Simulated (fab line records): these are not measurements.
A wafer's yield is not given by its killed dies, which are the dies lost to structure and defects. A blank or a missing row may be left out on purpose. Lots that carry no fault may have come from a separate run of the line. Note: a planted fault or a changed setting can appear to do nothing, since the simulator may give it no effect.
The tool behind it: which one? / flow n5 finfet / 24 lots with 72 wafers sampled at 6 steps, on a route of 1938 steps

== WHAT THE GAUGES SHOWED, per wafer ==
N5_BEOL_M9_OCD_MEAS_38. Usual: trench depth nm 154 nm, standard deviation 3.7.
lot=L075; measured=day 12 12:28; on=ocd-02; trench depth nm (nm)=154 152 154; flag=
lot=L074; measured=day 12 16:17; on=ocd-01; trench depth nm (nm)=149 153 153; flag=
lot=L076; measured=day 13 03:40; on=ocd-02; trench depth nm (nm)=155 153 157; flag=
lot=L077; measured=day 13 10:57; on=ocd-02; trench depth nm (nm)=153 152 163; flag=
lot=L080; measured=day 13 19:29; on=ocd-02; trench depth nm (nm)=160 153 153; flag=
lot=L081; measured=day 13 23:23; on=ocd-01; trench depth nm (nm)=154 154 151; flag=
lot=L079; measured=day 14 10:32; on=ocd-02; trench depth nm (nm)=159 150 154; flag=
lot=L082; measured=day 14 13:31; on=ocd-02; trench depth nm (nm)=157 158 154; flag=
lot=L078; measured=day 14 13:56; on=ocd-01; trench depth nm (nm)=157 151 153; flag=
lot=L083; measured=day 14 16:52; on=ocd-02; trench depth nm (nm)=153 154 151; flag=
lot=L085; measured=day 15 01:49; on=ocd-01; trench depth nm (nm)=151 151 152; flag=
lot=L086; measured=day 15 09:54; on=ocd-02; trench depth nm (nm)=154 150 153; flag=
lot=L084; measured=day 15 16:44; on=ocd-02; trench depth nm (nm)=153 150 154; flag=
lot=L088; measured=day 16 03:01; on=ocd-01; trench depth nm (nm)=163 155 163; flag=
lot=L089; measured=day 16 03:11; on=ocd-01; trench depth nm (nm)=154 160 154; flag=
lot=L087; measured=day 16 05:12; on=ocd-01; trench depth nm (nm)=156 153 156; flag=
lot=L091; measured=day 16 08:32; on=ocd-01; trench depth nm (nm)=150 154 160; flag=
lot=L090; measured=day 17 07:49; on=ocd-02; trench depth nm (nm)=155 155 157; flag=
lot=L093; measured=day 17 14:37; on=ocd-01; trench depth nm (nm)=150 150 154; flag=
lot=L094; measured=day 17 14:50; on=ocd-02; trench depth nm (nm)=160 152 150; flag=
lot=L092; measured=day 17 20:44; on=ocd-02; trench depth nm (nm)=159 154 162; flag=
lot=L097; measured=day 18 10:59; on=ocd-02; trench depth nm (nm)=152 152 162; flag=
lot=L096; measured=day 18 11:50; on=ocd-01; trench depth nm (nm)=152 152 155; flag=
lot=L095; measured=day 19 17:42; on=ocd-01; trench depth nm (nm)=154 149 150; flag=

N5_BEOL_M9_RS_MEAS_57: measurement is done with a four-point probe. Usual: M9_RS gives 0.148 ohm/sq (standard deviation 0.0043).
lot=L075; measured=day 12 15:34; on=film metro-02; M9_RS (ohm/sq)=0.146 0.150 0.147; flag=
lot=L074; measured=day 12 19:22; on=film metro-01; M9_RS (ohm/sq)=0.154 0.147 0.149; flag=
lot=L076; measured=day 13 06:19; on=film metro-01; M9_RS (ohm/sq)=0.147 0.148 0.144; flag=
lot=L077; measured=day 13 14:07; on=film metro-01; M9_RS (ohm/sq)=0.148 0.152 0.138; flag=
lot=L080; measured=day 13 21:48; on=film metro-01; M9_RS (ohm/sq)=0.143 0.149 0.150; flag=
lot=L081; measured=day 14 03:34; on=film metro-02; M9_RS (ohm/sq)=0.152 0.147 0.155; flag=
lot=L079; measured=day 14 13:08; on=film metro-01; M9_RS (ohm/sq)=0.144 0.153 0.148; flag=
lot=L082; measured=day 14 16:06; on=film metro-01; M9_RS (ohm/sq)=0.142 0.141 0.145; flag=
lot=L078; measured=day 14 16:46; on=film metro-01; M9_RS (ohm/sq)=0.143 0.151 0.151; flag=
lot=L083; measured=day 14 19:16; on=film metro-01; M9_RS (ohm/sq)=0.150 0.147 0.152; flag=
lot=L085; measured=day 15 07:01; on=film metro-01; M9_RS (ohm/sq)=0.153 0.150 0.150; flag=
lot=L086; measured=day 15 12:22; on=film metro-02; M9_RS (ohm/sq)=0.150 0.152 0.148; flag=
lot=L084; measured=day 15 19:34; on=film metro-01; M9_RS (ohm/sq)=0.147 0.152 0.147; flag=
lot=L088; measured=day 16 05:26; on=film metro-02; M9_RS (ohm/sq)=0.139 0.145 0.138; flag=
lot=L089; measured=day 16 05:58; on=film metro-02; M9_RS (ohm/sq)=0.150 0.144 0.149; flag=
lot=L087; measured=day 16 08:25; on=film metro-01; M9_RS (ohm/sq)=0.146 0.151 0.146; flag=
lot=L091; measured=day 16 11:25; on=film metro-02; M9_RS (ohm/sq)=0.153 0.147 0.144; flag=
lot=L090; measured=day 17 10:46; on=film metro-01; M9_RS (ohm/sq)=0.145 0.148 0.147; flag=
lot=L093; measured=day 17 16:49; on=film metro-02; M9_RS (ohm/sq)=0.152 0.154 0.153; flag=
lot=L094; measured=day 17 18:56; on=film metro-01; M9_RS (ohm/sq)=0.140 0.150 0.152; flag=
lot=L092; measured=day 17 23:02; on=film metro-02; M9_RS (ohm/sq)=0.143 0.148 0.137; flag=
lot=L097; measured=day 18 13:47; on=film metro-02; M9_RS (ohm/sq)=0.152 0.149 0.139; flag=
lot=L096; measured=day 18 14:58; on=film metro-01; M9_RS (ohm/sq)=0.147 0.147 0.145; flag=
lot=L095; measured=day 19 20:06; on=film metro-02; M9_RS (ohm/sq)=0.147 0.152 0.152; flag=

N5_BEOL_M10_INSPECT_30: inspects for defects (brightfield). Usual: raw defect count 410, standard deviation 91.
lot=L075; measured=day 12 19:30; on=defect inspect-02; raw defect count=450 421 527; flag=
lot=L074; measured=day 13 00:15; on=defect inspect-01; raw defect count=346 364 389; flag=
lot=L076; measured=day 13 10:28; on=defect inspect-01; raw defect count=458 466 350; flag=
lot=L077; measured=day 13 17:10; on=defect inspect-02; raw defect count=432 411 349; flag=
lot=L080; measured=day 14 01:53; on=defect inspect-01; raw defect count=342 316 481; flag=
lot=L081; measured=day 14 09:56; on=defect inspect-01; raw defect count=461 320 430; flag=
lot=L079; measured=day 14 16:25; on=defect inspect-01; raw defect count=515 447 387; flag=
lot=L082; measured=day 14 19:25; on=defect inspect-01; raw defect count=409 280 351; flag=
lot=L078; measured=day 14 22:49; on=defect inspect-01; raw defect count=513 328 291; flag=
lot=L083; measured=day 14 22:38; on=defect inspect-02; raw defect count=439 475 382; flag=
lot=L085; measured=day 15 13:35; on=defect inspect-02; raw defect count=381 341 587; flag=
lot=L086; measured=day 15 16:09; on=defect inspect-01; raw defect count=470 382 379; flag=
lot=L084; measured=day 16 02:45; on=defect inspect-01; raw defect count=522 384 447; flag=
lot=L088; measured=day 16 08:10; on=defect inspect-02; raw defect count=431 488 550; flag=
lot=L089; measured=day 16 08:25; on=defect inspect-02; raw defect count=467 420 443; flag=
lot=L087; measured=day 16 18:01; on=defect inspect-02; raw defect count=349 505 485; flag=
lot=L091; measured=day 16 18:14; on=defect inspect-01; raw defect count=412 269 218; flag=
lot=L090; measured=day 17 14:18; on=defect inspect-02; raw defect count=474 483 313; flag=
lot=L093; measured=day 17 20:23; on=defect inspect-01; raw defect count=357 347 345; flag=
lot=L094; measured=day 17 23:16; on=defect inspect-01; raw defect count=376 302 389; flag=
lot=L092; measured=day 18 04:46; on=defect inspect-01; raw defect count=309 280 452; flag=
lot=L097; measured=day 18 17:55; on=defect inspect-02; raw defect count=580 631 489; flag=
lot=L096; measured=day 18 18:35; on=defect inspect-01; raw defect count=343 470 315; flag=
lot=L095; measured=day 20 01:07; on=defect inspect-02; raw defect count=378 368 511; flag=

N5_BEOL_M11_CD_MEAS_11: the cd target is 64.1 nm. Usual: cd nm 63.8 nm, standard deviation 0.83.
lot=L075; measured=day 13 01:46; on=cd sem-03; cd nm (nm)=64.2 63.6 63.4; flag=
lot=L074; measured=day 13 07:12; on=cd sem-03; cd nm (nm)=64.4 63.6 62.9; flag=
lot=L076; measured=day 13 16:13; on=cd sem-03; cd nm (nm)=63.0 63.5 62.3; flag=
lot=L077; measured=day 13 23:34; on=cd sem-03; cd nm (nm)=64.6 64.4 64.1; flag=
lot=L080; measured=day 14 11:07; on=cd sem-02; cd nm (nm)=63.0 64.2 63.7; flag=
lot=L081; measured=day 14 14:55; on=cd sem-03; cd nm (nm)=64.5 64.8 64.4; flag=
lot=L079; measured=day 14 23:07; on=cd sem-03; cd nm (nm)=65.0 64.9 65.5; flag=
lot=L082; measured=day 15 02:41; on=cd sem-03; cd nm (nm)=63.5 62.4 63.5; flag=
lot=L078; measured=day 15 06:42; on=cd sem-02; cd nm (nm)=63.2 63.0 63.6; flag=
lot=L083; measured=day 15 03:26; on=cd sem-02; cd nm (nm)=64.2 64.6 65.8; flag=
lot=L085; measured=day 15 19:03; on=cd sem-03; cd nm (nm)=63.8 63.1 62.3; flag=
lot=L086; measured=day 15 21:29; on=cd sem-01; cd nm (nm)=63.6 63.1 64.2; flag=
lot=L084; measured=day 16 07:37; on=cd sem-03; cd nm (nm)=64.3 64.6 64.5; flag=
lot=L088; measured=day 16 16:12; on=cd sem-02; cd nm (nm)=62.0 62.6 62.1; flag=
lot=L089; measured=day 16 16:14; on=cd sem-03; cd nm (nm)=63.7 64.0 65.0; flag=
lot=L087; measured=day 17 02:17; on=cd sem-03; cd nm (nm)=64.2 64.0 64.9; flag=
lot=L091; measured=day 17 02:27; on=cd sem-02; cd nm (nm)=62.8 63.7 63.0; flag=
lot=L090; measured=day 17 21:32; on=cd sem-02; cd nm (nm)=65.8 63.9 65.1; flag=
lot=L093; measured=day 18 02:52; on=cd sem-01; cd nm (nm)=62.7 62.2 63.4; flag=
lot=L094; measured=day 18 05:52; on=cd sem-01; cd nm (nm)=65.2 64.0 64.9; flag=
lot=L092; measured=day 18 11:54; on=cd sem-02; cd nm (nm)=63.6 62.6 63.1; flag=
lot=L097; measured=day 18 21:47; on=cd sem-02; cd nm (nm)=62.8 63.5 63.8; flag=
lot=L096; measured=day 18 22:51; on=cd sem-02; cd nm (nm)=64.0 64.3 63.7; flag=
lot=L095; measured=day 20 07:22; on=cd sem-03; cd nm (nm)=63.9 63.6 64.0; flag=

== TOOL THAT RAN EACH LOT (tool first, then ch and the chambers of the sampled wafers, then the start) ==
lot=L075; N5_BEOL_M10_DESCUM_33=rie diel-04 ch 0,2,3, day 12 19:41; N5_BEOL_M10_DEGAS_44=pvd sputter-02, day 12 22:32
lot=L074; N5_BEOL_M10_DESCUM_33=rie diel-04 ch 1,2,3, day 13 00:17; N5_BEOL_M10_DEGAS_44=pvd sputter-01, day 13 03:10
lot=L076; N5_BEOL_M10_DESCUM_33=rie diel-01 ch 2,3, day 13 10:30; N5_BEOL_M10_DEGAS_44=pvd sputter-01, day 13 11:51
lot=L077; N5_BEOL_M10_DESCUM_33=rie diel-05 ch 0,1, day 13 17:13; N5_BEOL_M10_DEGAS_44=pvd sputter-02, day 13 18:18
lot=L080; N5_BEOL_M10_DESCUM_33=rie diel-05 ch 1,2,3, day 14 02:33; N5_BEOL_M10_DEGAS_44=pvd sputter-03, day 14 04:50
lot=L081; N5_BEOL_M10_DESCUM_33=rie diel-04 ch 0,2, day 14 09:58; N5_BEOL_M10_DEGAS_44=pvd sputter-03, day 14 10:59
lot=L079; N5_BEOL_M10_DESCUM_33=rie diel-04 ch 0,1,3, day 14 16:28; N5_BEOL_M10_DEGAS_44=pvd sputter-03, day 14 17:58
lot=L082; N5_BEOL_M10_DESCUM_33=rie diel-01 ch 0,1,3, day 14 19:53; N5_BEOL_M10_DEGAS_44=pvd sputter-01, day 14 22:40
lot=L078; N5_BEOL_M10_DESCUM_33=rie diel-01 ch 0,1,3, day 14 22:52; N5_BEOL_M10_DEGAS_44=pvd sputter-01, day 14 23:53
lot=L083; N5_BEOL_M10_DESCUM_33=rie diel-04 ch 0,2,3, day 14 22:40; N5_BEOL_M10_DEGAS_44=pvd sputter-01, day 14 23:43
lot=L085; N5_BEOL_M10_DESCUM_33=rie diel-05 ch 0,1,2, day 15 13:41; N5_BEOL_M10_DEGAS_44=pvd sputter-02, day 15 15:41
lot=L086; N5_BEOL_M10_DESCUM_33=rie diel-01 ch 1,3, day 15 16:11; N5_BEOL_M10_DEGAS_44=pvd sputter-02, day 15 17:34
lot=L084; N5_BEOL_M10_DESCUM_33=rie diel-01 ch 1,3, day 16 03:08; N5_BEOL_M10_DEGAS_44=pvd sputter-01, day 16 04:15
lot=L088; N5_BEOL_M10_DESCUM_33=rie diel-01 ch 2,3, day 16 08:12; N5_BEOL_M10_DEGAS_44=pvd sputter-03, day 16 09:32
lot=L089; N5_BEOL_M10_DESCUM_33=rie diel-04 ch 0,1, day 16 08:30; N5_BEOL_M10_DEGAS_44=pvd sputter-01, day 16 10:36
lot=L087; N5_BEOL_M10_DESCUM_33=rie diel-04 ch 2,3, day 16 18:04; N5_BEOL_M10_DEGAS_44=pvd sputter-02, day 16 19:13
lot=L091; N5_BEOL_M10_DESCUM_33=rie diel-05 ch 0,1,3, day 16 18:23; N5_BEOL_M10_DEGAS_44=pvd sputter-03, day 16 20:28
lot=L090; N5_BEOL_M10_DESCUM_33=rie diel-05 ch 1,2,3, day 17 15:04; N5_BEOL_M10_DEGAS_44=pvd sputter-03, day 17 17:52
lot=L093; N5_BEOL_M10_DESCUM_33=rie diel-05 ch 0,1,3, day 17 20:25; N5_BEOL_M10_DEGAS_44=pvd sputter-03, day 17 21:46
lot=L094; N5_BEOL_M10_DESCUM_33=rie diel-05 ch 1,2,3, day 17 23:18; N5_BEOL_M10_DEGAS_44=pvd sputter-01, day 18 01:49
lot=L092; N5_BEOL_M10_DESCUM_33=rie diel-05 ch 2,3, day 18 04:49; N5_BEOL_M10_DEGAS_44=pvd sputter-02, day 18 06:01
lot=L097; N5_BEOL_M10_DESCUM_33=rie diel-04 ch 0,1,3, day 18 17:56; N5_BEOL_M10_DEGAS_44=pvd sputter-02, day 18 19:01
lot=L096; N5_BEOL_M10_DESCUM_33=rie diel-04 ch 1,2,3, day 18 18:37; N5_BEOL_M10_DEGAS_44=pvd sputter-02, day 18 19:38
lot=L095; N5_BEOL_M10_DESCUM_33=rie diel-05 ch 2,3, day 20 01:14; N5_BEOL_M10_DEGAS_44=pvd sputter-01, day 20 03:07
- N5_BEOL_M10_DESCUM_33: chemistry O2, time 7.9 s.
- N5_BEOL_M10_DEGAS_44: time 60 s.

== AS READ BY THE TOOLS THEMSELVES (means over the sampled wafers that have a number; for cases with no such wafer, the mark the record gives instead) ==
N5_BEOL_M10_DESCUM_33. Usual: drypump motor current A 5.6 A, standard deviation 0.55; oes product au 0.79 a.u., standard deviation 0.076; rf vpp V 243.0 V, standard deviation 1.1; showerhead plenum p Torr 2.08 Torr, standard deviation 0.065; temp c 39.98 C, standard deviation 0.1; throttle valve pct 20.18 %, standard deviation 0.17.
lot=L075; tool=rie diel-04; drypump motor current A (A)=5.7; oes product au (a.u.)=0.78; rf vpp V (V)=243.9; showerhead plenum p Torr (Torr)=2.09; temp c (C)=40.07; throttle valve pct (%)=20.08; flag=
lot=L074; tool=rie diel-04; drypump motor current A (A)=5.9; oes product au (a.u.)=0.75; rf vpp V (V)=243.4; showerhead plenum p Torr (Torr)=2.11; temp c (C)=40.07; throttle valve pct (%)=20.21; flag=
lot=L076; tool=rie diel-01; drypump motor current A (A)=5.3; oes product au (a.u.)=0.86; rf vpp V (V)=244.3; showerhead plenum p Torr (Torr)=2.18; temp c (C)=40.04; throttle valve pct (%)=20.10; flag=
lot=L077; tool=rie diel-05; drypump motor current A (A)=6.1; oes product au (a.u.)=0.80; rf vpp V (V)=242.9; showerhead plenum p Torr (Torr)=2.04; temp c (C)=39.98; throttle valve pct (%)=20.09; flag=
lot=L080; tool=rie diel-05; drypump motor current A (A)=5.7; oes product au (a.u.)=0.80; rf vpp V (V)=242.6; showerhead plenum p Torr (Torr)=2.04; temp c (C)=39.98; throttle valve pct (%)=20.06; flag=
lot=L081; tool=rie diel-04; drypump motor current A (A)=5.2; oes product au (a.u.)=0.76; rf vpp V (V)=242.2; showerhead plenum p Torr (Torr)=2.06; temp c (C)=40.01; throttle valve pct (%)=19.97; flag=
lot=L079; tool=rie diel-04; drypump motor current A (A)=6.2; oes product au (a.u.)=0.90; rf vpp V (V)=243.6; showerhead plenum p Torr (Torr)=2.10; temp c (C)=40.01; throttle valve pct (%)=20.15; flag=
lot=L082; tool=rie diel-01; drypump motor current A (A)=5.4; oes product au (a.u.)=0.72; rf vpp V (V)=242.6; showerhead plenum p Torr (Torr)=2.09; temp c (C)=39.98; throttle valve pct (%)=20.40; flag=
lot=L078; tool=rie diel-01; drypump motor current A (A)=5.4; oes product au (a.u.)=0.71; rf vpp V (V)=242.0; showerhead plenum p Torr (Torr)=2.09; temp c (C)=39.87; throttle valve pct (%)=20.41; flag=
lot=L083; tool=rie diel-04; drypump motor current A (A)=5.7; oes product au (a.u.)=0.85; rf vpp V (V)=243.0; showerhead plenum p Torr (Torr)=2.09; temp c (C)=40.07; throttle valve pct (%)=20.03; flag=
lot=L085; tool=rie diel-05; drypump motor current A (A)=5.7; oes product au (a.u.)=0.76; rf vpp V (V)=242.0; showerhead plenum p Torr (Torr)=2.05; temp c (C)=39.96; throttle valve pct (%)=20.12; flag=
lot=L086; tool=rie diel-01; drypump motor current A (A)=5.3; oes product au (a.u.)=0.71; rf vpp V (V)=243.2; showerhead plenum p Torr (Torr)=2.12; temp c (C)=39.93; throttle valve pct (%)=20.38; flag=
lot=L084; tool=rie diel-01; drypump motor current A (A)=5.2; oes product au (a.u.)=0.71; rf vpp V (V)=243.5; showerhead plenum p Torr (Torr)=2.11; temp c (C)=39.98; throttle valve pct (%)=20.39; flag=
lot=L088; tool=rie diel-01; drypump motor current A (A)=5.4; oes product au (a.u.)=0.81; rf vpp V (V)=243.9; showerhead plenum p Torr (Torr)=2.17; temp c (C)=39.93; throttle valve pct (%)=20.14; flag=
lot=L089; tool=rie diel-04; drypump motor current A (A)=6.2; oes product au (a.u.)=0.82; rf vpp V (V)=243.1; showerhead plenum p Torr (Torr)=2.07; temp c (C)=40.02; throttle valve pct (%)=20.25; flag=
lot=L087; tool=rie diel-04; drypump motor current A (A)=5.5; oes product au (a.u.)=0.77; rf vpp V (V)=243.4; showerhead plenum p Torr (Torr)=2.08; temp c (C)=39.99; throttle valve pct (%)=20.07; flag=
lot=L091; tool=rie diel-05; drypump motor current A (A)=5.6; oes product au (a.u.)=0.79; rf vpp V (V)=242.4; showerhead plenum p Torr (Torr)=2.04; temp c (C)=39.92; throttle valve pct (%)=20.17; flag=
lot=L090; tool=rie diel-05; drypump motor current A (A)=5.7; oes product au (a.u.)=0.78; rf vpp V (V)=243.0; showerhead plenum p Torr (Torr)=2.03; temp c (C)=40.06; throttle valve pct (%)=20.11; flag=
lot=L093; tool=rie diel-05; drypump motor current A (A)=5.6; oes product au (a.u.)=0.78; rf vpp V (V)=242.6; showerhead plenum p Torr (Torr)=2.03; temp c (C)=39.91; throttle valve pct (%)=20.19; flag=
lot=L094; tool=rie diel-05; drypump motor current A (A)=5.7; oes product au (a.u.)=0.77; rf vpp V (V)=242.2; showerhead plenum p Torr (Torr)=2.03; temp c (C)=39.98; throttle valve pct (%)=20.10; flag=
lot=L092; tool=rie diel-05; drypump motor current A (A)=5.3; oes product au (a.u.)=0.78; rf vpp V (V)=242.1; showerhead plenum p Torr (Torr)=2.03; temp c (C)=39.97; throttle valve pct (%)=20.16; flag=
lot=L097; tool=rie diel-04; drypump motor current A (A)=6.2; oes product au (a.u.)=0.83; rf vpp V (V)=242.3; showerhead plenum p Torr (Torr)=2.09; temp c (C)=39.97; throttle valve pct (%)=20.21; flag=
lot=L096; tool=rie diel-04; drypump motor current A (A)=5.9; oes product au (a.u.)=0.78; rf vpp V (V)=242.8; showerhead plenum p Torr (Torr)=2.09; temp c (C)=40.00; throttle valve pct (%)=20.22; flag=
lot=L095; tool=rie diel-05; drypump motor current A (A)=5.3; oes product au (a.u.)=0.76; rf vpp V (V)=242.6; showerhead plenum p Torr (Torr)=2.02; temp c (C)=39.89; throttle valve pct (%)=20.18; flag=

N5_BEOL_M10_DEGAS_44. Usual: heater power w 330 W, standard deviation 30.
lot=L075; tool=pvd sputter-02; heater power w (W)=342; flag=
lot=L074; tool=pvd sputter-01; heater power w (W)=329; flag=
lot=L076; tool=pvd sputter-01; heater power w (W)=332; flag=
lot=L077; tool=pvd sputter-02; heater power w (W)=347; flag=
lot=L080; tool=pvd sputter-03; heater power w (W)=315; flag=
lot=L081; tool=pvd sputter-03; heater power w (W)=304; flag=
lot=L079; tool=pvd sputter-03; heater power w (W)=303; flag=
lot=L082; tool=pvd sputter-01; heater power w (W)=333; flag=
lot=L078; tool=pvd sputter-01; heater power w (W)=315; flag=
lot=L083; tool=pvd sputter-01; heater power w (W)=328; flag=
lot=L085; tool=pvd sputter-02; heater power w (W)=366; flag=
lot=L086; tool=pvd sputter-02; heater power w (W)=338; flag=
lot=L084; tool=pvd sputter-01; heater power w (W)=326; flag=
lot=L088; tool=pvd sputter-03; heater power w (W)=304; flag=
lot=L089; tool=pvd sputter-01; heater power w (W)=322; flag=
lot=L087; tool=pvd sputter-02; heater power w (W)=337; flag=
lot=L091; tool=pvd sputter-03; heater power w (W)=299; flag=
lot=L090; tool=pvd sputter-03; heater power w (W)=317; flag=
lot=L093; tool=pvd sputter-03; heater power w (W)=321; flag=
lot=L094; tool=pvd sputter-01; heater power w (W)=325; flag=
lot=L092; tool=pvd sputter-02; heater power w (W)=312; flag=
lot=L097; tool=pvd sputter-02; heater power w (W)=338; flag=
lot=L096; tool=pvd sputter-02; heater power w (W)=343; flag=
lot=L095; tool=pvd sputter-01; heater power w (W)=325; flag=

== THE ANSWER, worked out from the rows above alone ==
Rule: lot off if the mean of its wafers having a number is beyond 3 standard deviations from the usual mean. Also off: a lot with no number at a reading for which 4 or more lots have one. All remaining lots with rows at the step are treated as sound. After the gauges, taken in route order, come the tools' own readings; for these a lot's mean is taken, as printed above. At the first step where some lot is off, the reading lying furthest off is the one used; lots without a number count as furthest.
No lot is off on any of the readings shown, so nothing can be concluded from this.

== WHAT WAS PUT IN BY THE SIMULATOR ==
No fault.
